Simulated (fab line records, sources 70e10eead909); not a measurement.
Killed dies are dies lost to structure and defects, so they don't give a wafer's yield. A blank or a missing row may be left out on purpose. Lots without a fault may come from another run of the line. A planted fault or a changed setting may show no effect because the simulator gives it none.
A struck lot beside a sound one | flow nand_harc | 40 steps out of a route of 1302
Sound: wafers L580.1, L580.3, L580.4. Struck: wafer L597.4. (L597.1, L597.5 of the same lot were not struck and are left out.) The cause comes at the end.
At each step with rows: each side's tool, then ch and its chambers, then its first start. Under that, the readings that differ: sound wafers | struck wafers | difference of the means | sigmas: that difference in standard deviations of wafers without a fault.
alike: readings whose means differ by less than 2 such deviations, and words and numbers that are the same on both sides. not compared: withheld readings, readings that some wafer has no value for, bounds like >300 that may hide the same value, and numbers for which the record gives no deviation and whose values overlap.
The two part at a step that has a row with sigmas, a row that says differs or no value, or rows on one side only. Numbers that don't overlap but have no deviation are shown without sigmas and don't part them. A reading that every wafer of one side lacks parts them only if that side has two wafers or more.

first, 1 step without rows for these wafers: NHARC_P_BONDPAD_DEVELOP_08 (time 50 s).
NHARC_P_BONDPAD_CD_MEAS_09: target cd 500 nm.
  sound on cd_sem-02 ch 0, day 6 10:35; struck on cd_sem-01 ch 0, day 13 17:45
  alike: cd_nm
NHARC_P_BONDPAD_OVL_MEAS_38:
  sound on overlay-02, day 6 10:40; struck on overlay-01, day 13 17:50
  alike: overlay_x_nm, overlay_y_nm
then, 3 steps without rows for these wafers: NHARC_P_BONDPAD_HARDBAKE_10 (time 65 s); NHARC_P_BONDPAD_DESCUM_11 (chemistry O2, time 3 s); NHARC_P_BONDPAD_ETCH_37 (etches the open film in N2/H2, target depth 60 nm, overetch 18 nm, time 65.91 s).
NHARC_P_BONDPAD_ETCH_12: etches the open film in CHF3/O2, target depth 200 nm, time 100 s.
  sound on rie_diel-13 ch 1,2; struck on rie_diel-04 ch 3
  reading               | sound              | struck | difference | sigmas
  o2_flow_sccm (sccm)   | 9.970 10.024 9.993 | 9.938  | -0.058     | -2
  oes_product_au (a.u.) | 0.919 0.919 0.903  | 0.988  | +0.074     | +3
  alike: drypump_motor_current_A, rf_fwd_power_W, rf_vpp_V, showerhead_plenum_p_Torr, throttle_valve_pct
  not compared: rf_hours_counter_h
NHARC_P_BONDPAD_CD_MEAS_13:
  sound on cd_sem-01, day 6 11:10; struck on cd_sem-02, day 13 18:17
  alike: cd_nm
then, 3 steps without rows for these wafers: NHARC_P_BONDPAD_STRIP_15 (strips in O2); NHARC_P_BONDPAD_ETCH_24 (etches the open film in CF4/N2, target depth 30 nm, time 72.99 s); NHARC_P_BONDPAD_STRIP_16 (strips in post etch residue remover, time 600 s).
NHARC_P_BONDPAD_DEGAS_25: time 60 s.
  sound on pvd_sputter-01, day 6 11:47; struck on pvd_sputter-01, day 13 18:57
  alike: heater_power_w
NHARC_P_BONDPAD_PRE_CLEAN_26: time 30 s.
  sound on pvd_sputter-01, day 6 11:50; struck on pvd_sputter-01, day 13 19:01
  alike: heater_power_w
then, 4 steps without rows for these wafers: NHARC_P_BONDPAD_PVD_17 (deposits TaN, target thk 5 nm, time 8.06 s); NHARC_P_BONDPAD_PVD_27 (deposits Cu, target thk 30 nm, time 20.49 s); NHARC_P_BONDPAD_ECD_18 (material Cu, target thk 400 nm); NHARC_P_BONDPAD_ANNEAL_28 (time 90 s).
NHARC_P_BONDPAD_CMP_19: polishes, t overpolish 30 s, cu recess touch 16 s, target thk 160.81 nm.
  sound on cmp-03 ch 0,2,3, day 6 12:53; struck on cmp-01 ch 1, day 13 20:06
  alike: motor_current_A, overpolish_run_s
NHARC_P_BONDPAD_THK_MEAS_20: measures by xrf.
  sound on film_metro-01, day 6 13:12; struck on film_metro-02, day 13 20:24
  alike: thk_nm
then, 15 steps without rows for these wafers: NHARC_P_BONDPAD_SRD_21 (time 30 s, dry time 20 s); NHARC_P_BONDPAD_ACTIVATE_29 (chemistry N2, time 60 s); NHARC_P_BONDPAD_PRECLEAN_30 (cleans in DIW, time 300 s); NHARC_P_BONDPAD_SRD_31 (time 30 s, dry time 20 s); NHARC_A_ZERO_WELL_PRECLEAN_00 (cleans in SPM, time 600 s); NHARC_A_ZERO_WELL_SRD_01; NHARC_A_ZERO_WELL_DEHYDRATE_02 (time 120 s); NHARC_A_ZERO_WELL_HMDS_03 (time 30 s); NHARC_A_ZERO_WELL_COAT_18 (time 65 s); NHARC_A_ZERO_WELL_COAT_04 (resist thk 600 nm); NHARC_A_ZERO_WELL_SOFTBAKE_05 (time 70 s); NHARC_A_ZERO_WELL_EBR_06; NHARC_A_ZERO_WELL_EXPOSE_07 (exposes mask A ZERO); NHARC_A_ZERO_WELL_PEB_08 (peb time 80 s); NHARC_A_ZERO_WELL_DEVELOP_09 (time 50 s).
NHARC_A_ZERO_WELL_CD_MEAS_10: target cd 2000 nm.
  sound on cd_sem-02 ch 0, day 6 14:44; struck on cd_sem-02 ch 0, day 13 21:55
  reading    | sound                | struck | difference | sigmas
  cd_nm (nm) | 2001.9 2003.4 2000.3 | 1996.2 | -5.7       | -3
then, 1 step without rows for these wafers: NHARC_A_ZERO_WELL_HARDBAKE_11 (time 65 s).
NHARC_A_ZERO_WELL_DESCUM_12: chemistry O2, time 3 s.
  sound on rie_diel-10 ch 0,2,3, day 6 14:53; struck on rie_diel-09 ch 3, day 13 22:04
  reading                | sound | struck | difference | sigmas
  rf_hours_counter_h (h) | 2 2 2 | 53     | +51        |
  alike: drypump_motor_current_A, o2_flow_sccm, oes_product_au, rf_vpp_V, showerhead_plenum_p_Torr, throttle_valve_pct
NHARC_A_ZERO_WELL_ETCH_19: etches the open film in N2/H2, target depth 80 nm, overetch 24 nm, time 87.88 s.
  sound on rie_diel-10 ch 0,1,2, day 6 14:58; struck on rie_diel-09 ch 0, day 13 22:09
  reading                | sound | struck | difference | sigmas
  rf_hours_counter_h (h) | 2 1 2 | 62     | +60        |
  alike: drypump_motor_current_A, h2_flow_sccm, n2_flow_sccm, oes_product_au, rf_fwd_power_W, rf_vpp_V, showerhead_plenum_p_Torr, throttle_valve_pct
-- the record jumps here: 17 days lie between the struck wafers' starts before and after (it left off in module A_ZERO_WELL and takes up again in module THIN_TSV, whose first step shown is number 1244 of the route) --
NHARC_THIN_TSV_GRIND_00:
  sound on grinder-01 ch 0, day 23 06:50; struck on grinder-01 ch 0, day 31 10:01
  reading | sound | struck                   | difference                   | sigmas
  hold    | - - - | await_dispo/3.1h/release | no value on the sound wafers |
  alike: motor_current_A
NHARC_END_SORT_01:
  sound on prober-01 ch 0, day 23 23:53; struck on prober-02 ch 0, day 32 13:48
  reading                  | sound          | struck                   | difference                   | sigmas
  hold                     | - - -          | await_dispo/1.8h/release | no value on the sound wafers |
  defect_limited_yield (%) | 94.2 94.4 92.8 | 81.2                     | -12.6                        | -4
  killed_at_periphery      | 1 4 3          | 84                       | +81                          | +37
  killed_dies              | 39 38 49       | 127                      | +85                          | +4
  alike: killed_at_array, killed_at_other, killed_open, killed_short

WHERE THEY PART
First at NHARC_P_BONDPAD_ETCH_12; last, within this record, at NHARC_END_SORT_01.

WHY: what the simulator had put in
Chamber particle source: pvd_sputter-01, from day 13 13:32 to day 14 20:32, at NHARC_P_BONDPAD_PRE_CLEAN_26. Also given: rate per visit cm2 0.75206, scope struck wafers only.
